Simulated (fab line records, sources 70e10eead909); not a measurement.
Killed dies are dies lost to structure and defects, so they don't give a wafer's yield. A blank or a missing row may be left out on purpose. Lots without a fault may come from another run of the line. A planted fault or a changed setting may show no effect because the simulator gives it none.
fab line records | flow nand_harc
record lots=14 wafers=42 last_day=33
route steps=1302 shown A_CONTACT@1095 A_BONDPAD@1222 THIN_TSV@1250 END@1302
lots that met no fault: from a run of the same line without faults
start_h: hours from the record's first day to the start of the lot's first wafer shown | wait_h: hours since the lot's step before | " the same as in the row above | L1.1+2: a row that stands for several wafers | - no value, or no start given | * or withheld: withheld | < > ~ a bound
route shown NAME@n: a module of which the file shows steps, and the number in the route of the first | usual: mean/standard deviation of fault-free wafers | same: alike in all rows | chamber/n: place in a boat | sites: the reading at each site | _std_site: their standard deviation | _edge_site: outer sites' mean less inner sites' | radius_mm: how far each site lies from the wafer's centre | mask NAME#n: copy n | behind: the tool/chamber that last shaped the wafer | hold: why the lot was held/for how many hours/how that ended | device: the transistor (n, p or np) that didn't switch | end of line: the same wafers' tests at the end of the route | a step without rows: its recipe alone | killed: dies lost to structure and defects at the first sort, not the wafer's yield | map: a wafer's dies, x killed, . not, _ none there
set.NAME: the setting as run; set.NAME@STEP: as run at that earlier step | model.NAME: the simulator's own value behind a step, which no gauge read
steps of the route over a sample of lots; a table a step, a row a wafer
services: from which hour (start_h, from the record's first day; less than 0 if before it) a tool's chamber was out of use, for how many hours, and why
## steps
# step NHARC_A_CONTACT_STRIP_107
# recipe n2_flow_sccm=150 h2_flow_sccm=150 ar_flow_sccm=0 bias_w=0 chemistry=N2/H2
# columns lot.wafer tool chamber start_h wait_h
L226.4+6+5 rie_diel-02 0,0,1 530.45 0.1
L229.4+2+5 rie_diel-05 0,2,0 533.37 0.1
L230.4+1+5 rie_diel-13 1,2,3 548.76 0.1
L231.3+2+1 rie_diel-05 2,3,0 553.73 0.4
L232.2+5+6 rie_diel-13 1,2,3 568.75 0.1
L234.1+6+4 rie_diel-13 2,2,3 588.77 0.1
L233.1+6+5 rie_diel-13 1,3,0 592.94 0.1
L235.2+3+5 rie_diel-13 1,2,3 600.53 0.1
L244.3+4+5 rie_diel-02 2,0,3 702.90 0.1
L246.2+1+6 rie_diel-05 1,2,0 706.89 0.1
L245.3+4+5 rie_diel-13 0,2,0 708.07 0.1
L248.3+1+6 rie_diel-13 2,0,2 712.74 0.1
L247.2+6+5 rie_diel-05 2,3,0 716.28 0.1
L249.4+3+6 rie_diel-05 1,3,0 746.48 0.1
# step NHARC_A_BONDPAD_STRIP_15
# recipe o2_flow_sccm=500 ar_flow_sccm=0 bias_w=0 chemistry=O2
# usual drypump_motor_current_A=5.6/0.47 oes_product_au=0.999/0.0092 rf_vpp_V=57.8/0.88 showerhead_plenum_p_Torr=3.57/0.13 throttle_valve_pct=17.036/0.009
# columns lot.wafer tool chamber start_h wait_h drypump_motor_current_A oes_product_au rf_hours_counter_h rf_vpp_V showerhead_plenum_p_Torr throttle_valve_pct
L226.4 rie_diel-09 0 546.95 0.1 5.8 1.001 1 58.0 3.35 17.039
L226.6 " 2 " " 5.9 0.998 - 57.6 3.73 17.045
L226.5 " 3 " " 5.4 0.996 - 58.9 3.77 17.054
L229.4 rie_diel-13 1 549.44 0.1 6.1 1.005 5 59.1 3.60 17.023
L229.2 " 0 " " 5.8 1.013 4 57.5 3.51 17.038
L229.5 " 1 " " 6.1 1.005 - 57.5 3.60 17.035
L230.1 rie_diel-05 0 565.85 0.1 4.7 0.992 39 58.9 3.73 17.040
L230.4 " 3 " " 5.8 1.005 42 58.0 3.56 17.032
L230.5 " 0 " " 4.7 0.990 - 58.2 3.72 17.030
L231.1 rie_diel-13 2 571.57 0.1 6.0 1.006 8 56.7 3.65 17.039
L231.3 " 0 " " 5.8 0.998 7 57.2 3.51 17.034
L231.2 " 1 " " 6.1 0.997 8 58.2 3.60 17.027
L232.2 rie_diel-13 2 584.94 0.1 6.0 1.024 11 58.0 3.65 17.030
L232.6 " 2 " " 6.0 1.022 - 58.3 3.65 17.030
L232.5 " 3 " " 5.2 0.996 - 56.6 3.60 17.042
L234.4 rie_diel-13 0 605.40 0.1 5.8 1.015 10 58.7 3.51 17.036
L234.1 " 3 " " 5.2 1.002 11 59.7 3.60 17.035
L234.6 " 1 " " 6.1 0.994 - 58.2 3.59 17.047
L233.1 rie_diel-09 1 609.45 0.1 6.0 0.987 2 57.3 3.36 17.031
L233.5 " 0 " " 5.8 1.002 - 57.7 3.35 17.037
L233.6 " 1 " " 6.0 0.987 - 56.7 3.36 17.036
L235.2 rie_diel-05 3 616.80 0.1 5.8 1.002 6 57.3 3.56 17.039
L235.3 " 1 " " 4.7 0.996 5 58.1 3.46 17.028
L235.5 " 0 " " 4.6 1.001 - 58.9 3.72 17.048
L244.4 rie_diel-13 3 719.12 0.1 5.2 0.994 1 57.5 3.59 17.022
L244.3 " 0 " " 5.8 1.004 1 57.1 3.50 17.031
L244.5 " 3 " " 5.2 0.990 - 57.1 3.59 17.042
L246.1 rie_diel-13 1 723.28 0.1 6.0 0.989 1 59.6 3.58 17.032
L246.2 " 3 " " 5.1 0.999 1 55.8 3.59 17.037
L246.6 " 2 " " 6.0 1.003 - 55.4 3.64 17.042
L245.4 rie_diel-09 0 725.36 0.1 5.8 0.983 2 57.4 3.35 17.034
L245.3 " 1 " " 6.1 0.987 1 56.7 3.36 17.031
L245.5 " 1 " " 6.1 1.002 - 57.5 3.36 17.042
L248.3 rie_diel-13 0 728.71 0.1 5.8 0.999 2 59.3 3.50 17.038
L248.1 " 3 " " 5.2 0.996 2 57.6 3.59 17.030
L248.6 " 1 " " 6.1 0.993 - 57.5 3.58 17.033
L247.2 rie_diel-13 2 732.58 0.1 6.0 1.001 2 57.9 3.64 17.026
L247.6 " 2 " " 6.0 1.006 - 58.0 3.64 17.031
L247.5 " 3 " " 5.2 0.993 - 57.7 3.59 17.007
L249.3 rie_diel-13 1 762.82 0.1 6.1 0.985 10 58.6 3.58 17.019
L249.6 " 1 " " 6.1 0.989 - 59.8 3.58 17.026
L249.4 " 3 " " 5.2 1.008 - 58.5 3.59 17.047
# step NHARC_THIN_TSV_DEP_43
# recipe target_thk_a=13285 temp_c=withheld pressure_torr=6.5 rf_w=900 teos_flow_sccm=161.4 flow_sccm=2650 target_thk_nm=1328.5 gas=O2 material=SiO2
# usual throttle_valve_pct=15.6/0.85
# columns lot.wafer tool chamber start_h wait_h throttle_valve_pct
L229.2 pecvd-01 1 561.19 - 15.2
L229.4 " 2 " " 14.1
L229.5 " 1 " " 15.2
L226.5 pecvd-04 1 562.41 - 16.4
L226.6 " 2 " " 15.5
L226.4 " 0 " " 14.9
L230.1 pecvd-04 0 579.43 - 15.1
L230.5 " 2 " " 15.5
L230.4 " 0 " " 14.8
L231.3 pecvd-04 2 587.09 - 15.6
L231.2 " 0 " " 14.9
L231.1 " 1 " " 16.3
L232.2 pecvd-04 0 598.60 - 14.5
L232.5 " 1 " " 16.4
L232.6 " 2 " " 15.8
L234.1 pecvd-01 0 621.15 - 16.2
L234.6 " 0 " " 16.3
L234.4 " 1 " " 15.3
L233.1 pecvd-04 1 622.37 - 16.5
L233.5 " 0 " " 14.9
L233.6 " 1 " " 16.5
L235.2 pecvd-01 1 630.43 - 15.3
L235.3 " 2 " " 14.3
L235.5 " 2 " " 14.0
L244.3 pecvd-02 2 733.20 - 16.6
L244.5 " 1 " " 14.8
L244.4 " 2 " " 16.5
L246.2 pecvd-01 1 736.70 - 15.2
L246.1 " 0 " " 15.3
L246.6 " 1 " " 15.5
L245.3 pecvd-04 2 745.98 - 16.4
L245.4 " 1 " " 16.3
L245.5 " 2 " " 16.4
L248.1 pecvd-04 2 747.09 - 16.0
L248.3 " 0 " " 15.2
L248.6 " 2 " " 16.1
L247.2 pecvd-02 1 748.30 - 14.8
L247.6 " 2 " " 16.6
L247.5 " 0 " " 17.4
L249.3 pecvd-01 2 778.69 - 14.2
L249.6 " 1 " " 15.6
L249.4 " 2 " " 14.1
# step NHARC_END_SORT_01
# recipe temp_c=25
# usual killed_at_array=52/18 killed_at_other=0.6/1.1 killed_at_periphery=3.7/2.4 killed_dies=57/19 killed_open=3.1/1.7 killed_short=2.5/1.7
# same gross_dies=677
# columns lot.wafer tool chamber start_h wait_h killed_at_array killed_at_other killed_at_periphery killed_dies killed_open killed_short
L233.1 prober-01 0 636.93 2.5 130 0 6 136 3 3
L233.5 prober-01 0 640.21 3.8 132 0 5 137 6 0
L233.6 prober-01 0 641.03 4.1 103 0 2 105 4 2
L235.2 prober-02 0 647.04 2.8 97 0 1 98 1 4
L235.3 prober-02 0 647.83 3.1 126 0 2 128 3 2
L235.5 prober-02 0 649.42 3.7 90 3 1 94 3 4
# killed by level:class
L233.1 A_CONTACT:unspecified=69 A_SLIT:chamber_film_flake=28 A_CHANNEL_HOLE_D2:chamber_film_flake=21 A_CONTACT:chamber_film_flake=3 P_CONTACT:chamber_film_flake=2 A_CHANNEL_HOLE_D1:chamber_film_flake=2 A_CHANNEL_FILL_D1:chamber_film_flake=2 P_GATE:geometric_particle:short=1
L233.5 A_CONTACT:unspecified=67 A_CHANNEL_HOLE_D2:chamber_film_flake=27 A_SLIT:chamber_film_flake=23 A_CONTACT:chamber_film_flake=5 A_CHANNEL_HOLE_D1:chamber_film_flake=3 A_WL_FILL:chamber_film_flake=3 P_M0:geometric_particle:open=2 P_GATE:geometric_particle:open=1
L233.6 A_CONTACT:unspecified=49 A_SLIT:chamber_film_flake=23 A_CHANNEL_HOLE_D2:chamber_film_flake=20 A_CONTACT:chamber_film_flake=5 A_ONON_D2:geometric_particle:open=2 P_CONTACT:geometric_particle:open=1 A_CHANNEL_FILL_D1:geometric_particle:short=1 A_M0:geometric_particle:open=1
L235.2 A_CONTACT:unspecified=72 A_CHANNEL_HOLE_D2:chamber_film_flake=6 A_CHANNEL_HOLE_D1:chamber_film_flake=6 A_CONTACT:chamber_film_flake=4 A_WL_FILL:geometric_particle:short=2 A_DECK1_JOINT:chamber_film_flake=2 A_SLIT:chamber_film_flake=2 A_CHANNEL_HOLE_D1:geometric_particle:short=1
L235.3 A_CONTACT:unspecified=98 A_CHANNEL_HOLE_D2:chamber_film_flake=12 A_CONTACT:chamber_film_flake=4 A_CHANNEL_FILL_D1:chamber_film_flake=2 A_SLIT:chamber_film_flake=2 P_M0:geometric_particle:short=1 A_ONON_D2:geometric_particle:short=1 A_CHANNEL_FILL_D2:geometric_particle:open=1
L235.5 A_CONTACT:unspecified=52 A_CHANNEL_HOLE_D2:chamber_film_flake=16 A_CHANNEL_HOLE_D1:chamber_film_flake=8 A_CONTACT:chamber_film_flake=6 A_ONON_D1:geometric_particle:open=1 A_CHANNEL_FILL_D1:geometric_particle:open=1 A_CHANNEL_FILL_D1:geometric_particle:short=1 A_DECK1_JOINT:geometric_particle:short=1
## services
# columns tool chamber start_h hours kind
pecvd-02 2 510.30 6.1 repair
rie_diel-13 - 519.17 9.0 pm
rie_diel-09 2 549.37 5.8 repair
rie_diel-09 3 550.99 3.4 repair
rie_diel-02 - 553.86 0.2 repair
rie_diel-13 0 580.67 9.0 repair
pecvd-01 - 583.72 1.1 repair
rie_diel-05 - 586.36 9.0 pm
rie_diel-13 2 598.16 1.7 repair
rie_diel-13 0 607.98 22.1 repair
pecvd-04 - 631.00 13.0 pm
rie_diel-13 3 631.30 3.7 repair
pecvd-01 1 640.89 5.1 repair
rie_diel-05 0 646.93 4.1 repair
rie_diel-13 0 651.41 12.4 repair
pecvd-01 0 667.24 5.8 repair
pecvd-01 - 673.33 13.0 pm
rie_diel-09 - 674.10 9.0 pm
rie_diel-05 2 676.54 28.7 repair
rie_diel-13 - 696.53 9.0 pm
rie_diel-13 2 736.92 2.9 repair
rie_diel-09 2 744.12 6.6 repair
rie_diel-05 - 763.36 9.0 pm
rie_diel-13 3 774.85 6.9 repair
## key
first_sign step=NHARC_END_SORT_01 reading=killed_at_array direction=up sigmas=3.3 usual=52 struck=113
effect step=NHARC_END_SORT_01 reading=killed_dies direction=up sigmas=3.1 usual=57 struck=116
more_kills_born_at NHARC_A_CONTACT_STRIP_107@rie_diel-13=407
met_at NHARC_A_CONTACT_STRIP_107
struck_lots L233,L235
tester_left_out L233,L235
not_acting_at NHARC_A_BONDPAD_STRIP_15,NHARC_THIN_TSV_DEP_43
onset_between 588.77 592.94
fault kind=chamber_particle_source tool=rie_diel-13 chamber=- onset_h=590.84 steps=NHARC_A_CONTACT_STRIP_107 rate_per_visit_cm2=1.476 end_h=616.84
# tester_left_out: of these lots the tester's yield and bins aren't shown, on N5 and GAA mostly nor the transistor test; their killed dies are dies lost to structure and defects alone, not to doping, threshold or leakage, so they don't give the yield
